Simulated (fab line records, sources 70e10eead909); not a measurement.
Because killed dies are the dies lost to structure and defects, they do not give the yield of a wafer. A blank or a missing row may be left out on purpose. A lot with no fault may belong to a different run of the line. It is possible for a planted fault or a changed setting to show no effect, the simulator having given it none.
Which tool was responsible?	flow nandHarc	14 lots with 40 wafers sampled at 4 steps, on a route of 1302 steps

WHAT EACH GAUGE READ, for each wafer
NHARC_A_ONON_D1_THK_MEAS_18: measures by ellipsometry.
lot	measured	on	thkNm (nm)
L518	day 8 03:40	filmMetro-01	1004 1005 1006
L519	day 9 01:45	filmMetro-02	993 993 993
L520	day 9 02:05	filmMetro-02	995 995 994
L522	day 10 06:08	filmMetro-01	994 995 994
L523	day 10 06:08	filmMetro-02	989 990 991
L524	day 10 19:50	filmMetro-01	1002 1002 1001
L527	day 11 17:12	filmMetro-02	1007 1007 1006
L529	day 12 15:46	filmMetro-01	1007 1005 1007
L531	day 14 16:23	filmMetro-01	413 1022 411 412 1024 413
L535	day 15 07:00	filmMetro-02	384 385
L537	day 16 10:37	filmMetro-01	996 998 996
L538	day 16 19:22	filmMetro-01	995 996 995
L540	day 17 08:20	filmMetro-02	997 998 995
L541	day 17 18:55	filmMetro-01	1012 1009 1011

WHICH TOOL RAN EACH LOT (tool, then ch and the chambers of the sampled wafers, then the start)
lot	NHARC_A_ZERO_WELL_ETCH_13	NHARC_A_ZERO_WELL_RTA_16	NHARC_A_ONON_D1_DEP_16
L518	rieSi-04 ch 1,2,3, day 6 15:07	rtpAnneal-02 ch 0, day 6 16:01	pecvdOnon-02 ch 0, day 8 03:10
L519	rieSi-06 ch 0,1,2, day 7 06:33	rtpAnneal-01 ch 0, day 7 18:08	pecvdOnon-03 ch 0, day 9 01:21
L520	rieSi-01 ch 0,2,3, day 7 21:57	rtpAnneal-01 ch 0, day 7 22:53	pecvdOnon-03 ch 0, day 9 01:35
L522	rieSi-04 ch 0,1,3, day 8 22:53	rtpAnneal-01 ch 0, day 8 23:48	pecvdOnon-03 ch 0, day 10 05:40
L523	rieSi-06 ch 0,1, day 8 23:59	rtpAnneal-01 ch 0, day 9 00:55	pecvdOnon-02 ch 0, day 10 05:41
L524	rieSi-06 ch 0,1,2, day 9 08:44	rtpAnneal-02 ch 0, day 9 09:38	pecvdOnon-02 ch 0, day 10 19:19
L527	rieSi-06 ch 0,2,3, day 10 09:44	rtpAnneal-02 ch 0, day 10 10:40	pecvdOnon-02 ch 0, day 11 16:45
L529	rieSi-01 ch 0,2, day 11 11:16	rtpAnneal-02 ch 0, day 11 12:13	pecvdOnon-03 ch 0, day 12 15:19
L531	rieSi-04 ch 0,2,3, day 13 04:41	rtpAnneal-01 ch 0, day 13 05:35	pecvdOnon-02 ch 0, day 14 15:53
L535	rieSi-06 ch 2, day 13 23:23	rtpAnneal-01 ch 0, day 14 00:23	pecvdOnon-02 ch 0, day 15 06:36
L537	rieSi-01 ch 0,1,2, day 15 00:19	rtpAnneal-01 ch 0, day 15 01:13	pecvdOnon-03 ch 0, day 16 10:07
L538	rieSi-01 ch 0,1,3, day 15 12:03	rtpAnneal-01 ch 0, day 15 12:59	pecvdOnon-01 ch 0, day 16 18:52
L540	rieSi-04 ch 0,1,3, day 15 19:23	rtpAnneal-02 ch 0, day 15 20:20	pecvdOnon-03 ch 0, day 17 07:52
L541	rieSi-06 ch 2,3, day 16 06:53	rtpAnneal-02 ch 0, day 16 07:47	pecvdOnon-02 ch 0, day 17 18:23
- NHARC_A_ZERO_WELL_ETCH_13: etches the open film in HBr/Cl2, target depth 120 nm, time 40.1 s.
- NHARC_A_ZERO_WELL_RTA_16: time 10 s.
- NHARC_A_ONON_D1_DEP_16: target thk 1000 nm.

WHAT THE TOOLS THEMSELVES READ (means of the sampled wafers that have a number; where no wafer has one, the mark that the record gives instead)
NHARC_A_ZERO_WELL_ETCH_13.
lot	tool	biasW (W)	drypumpMotorCurrentA (A)	oesProductAu (a.u.)	throttleValvePct (%)
L518	rieSi-04	100.3	5.3	0.996	26.405
L519	rieSi-06	100.2	5.4	0.995	26.403
L520	rieSi-01	99.8	5.9	0.991	26.399
L522	rieSi-04	99.9	5.6	0.999	26.402
L523	rieSi-06	99.8	5.7	0.999	26.399
L524	rieSi-06	100.2	5.5	0.999	26.406
L527	rieSi-06	99.7	5.5	0.998	26.399
L529	rieSi-01	99.9	6.3	0.991	26.407
L531	rieSi-04	99.9	5.5	0.997	26.402
L535	rieSi-06	99.6	5.5	0.994	26.419
L537	rieSi-01	100.1	6.2	0.985	26.400
L538	rieSi-01	99.6	5.7	0.995	26.411
L540	rieSi-04	99.8	5.6	0.998	26.405
L541	rieSi-06	99.8	5.6	0.993	26.407

NHARC_A_ZERO_WELL_RTA_16.
lot	tool	annealTempCMax	lampPowerPct (%)	lamp_zone_1_pct (%)	wafer_temp_C_max
L518	rtpAnneal-02	1009.1	28.8	28.8	1004.4
L519	rtpAnneal-01	1006.6	29.6	29.6	1007.3
L520	rtpAnneal-01	1005.7	29.6	29.6	1007.2
L522	rtpAnneal-01	1006.4	29.6	29.6	1007.0
L523	rtpAnneal-01	1006.6	29.6	29.6	1006.4
L524	rtpAnneal-02	1006.2	28.8	28.8	1003.9
L527	rtpAnneal-02	1009.2	28.8	28.8	1003.7
L529	rtpAnneal-02	1008.2	28.8	28.8	1003.9
L531	rtpAnneal-01	1007.2	29.6	29.6	1008.5
L535	rtpAnneal-01	1008.4	29.6	29.6	1006.2
L537	rtpAnneal-01	1005.7	29.6	29.7	1006.2
L538	rtpAnneal-01	1005.9	29.6	29.6	1006.7
L540	rtpAnneal-02	1008.9	28.8	28.8	1004.4
L541	rtpAnneal-02	1009.5	28.9	28.8	1003.3

NHARC_A_ONON_D1_DEP_16.
lot	tool	n2oFlowSccm (sccm)	nh3FlowSccm (sccm)	sih4FlowSccm (sccm)
L518	pecvdOnon-02	2004	498.4	208.8
L519	pecvdOnon-03	1995	500.8	209.1
L520	pecvdOnon-03	1990	500.3	209.8
L522	pecvdOnon-03	1996	499.2	209.8
L523	pecvdOnon-02	1999	499.8	209.5
L524	pecvdOnon-02	1998	500.9	211.1
L527	pecvdOnon-02	1997	502.0	209.4
L529	pecvdOnon-03	2013	498.9	209.6
L531	pecvdOnon-02	1993	500.9	210.2
L535	pecvdOnon-02	2001	500.7	210.0
L537	pecvdOnon-03	1995	498.1	209.3
L538	pecvdOnon-01	1996	500.8	210.5
L540	pecvdOnon-03	1998	501.7	209.8
L541	pecvdOnon-02	1990	499.4	209.6

THE ANSWER, worked out from the rows above alone
Rule: the usual values come from the lots themselves. The widest of any qualifying gaps counts: lots, ordered by their means at a reading, are off when they make up no more than a third of the lots, leave a main group of 4 or more, and stand apart from it by 3 or more times the standard deviation of that group's means. A main group is skipped when, at the precision printed for the reading in the tables above, its means are all equal. A lot without any number at a reading at which 4 lots or more have one is off too. The other lots that the step has rows for count as sound. First the gauges in route order, then the tools' own readings, where a lot's mean is used as printed above. At the first step where some lot is off, the reading lying furthest off is the one used; lots without a number count as furthest.
Off: L531, L535 (NHARC_A_ONON_D1_THK_MEAS_18, thkNm). Main group: mean 999 nm, sd 6.3.
A tool fits if, at a process step before that reading, it ran every lot that is off, and no sound lot after the first of them. Gauges at NHARC_A_ONON_D1_THK_MEAS_18: tried the same way as those tools. Not one of the candidates tried fits.

WHAT HAD BEEN PUT IN BY THE SIMULATOR
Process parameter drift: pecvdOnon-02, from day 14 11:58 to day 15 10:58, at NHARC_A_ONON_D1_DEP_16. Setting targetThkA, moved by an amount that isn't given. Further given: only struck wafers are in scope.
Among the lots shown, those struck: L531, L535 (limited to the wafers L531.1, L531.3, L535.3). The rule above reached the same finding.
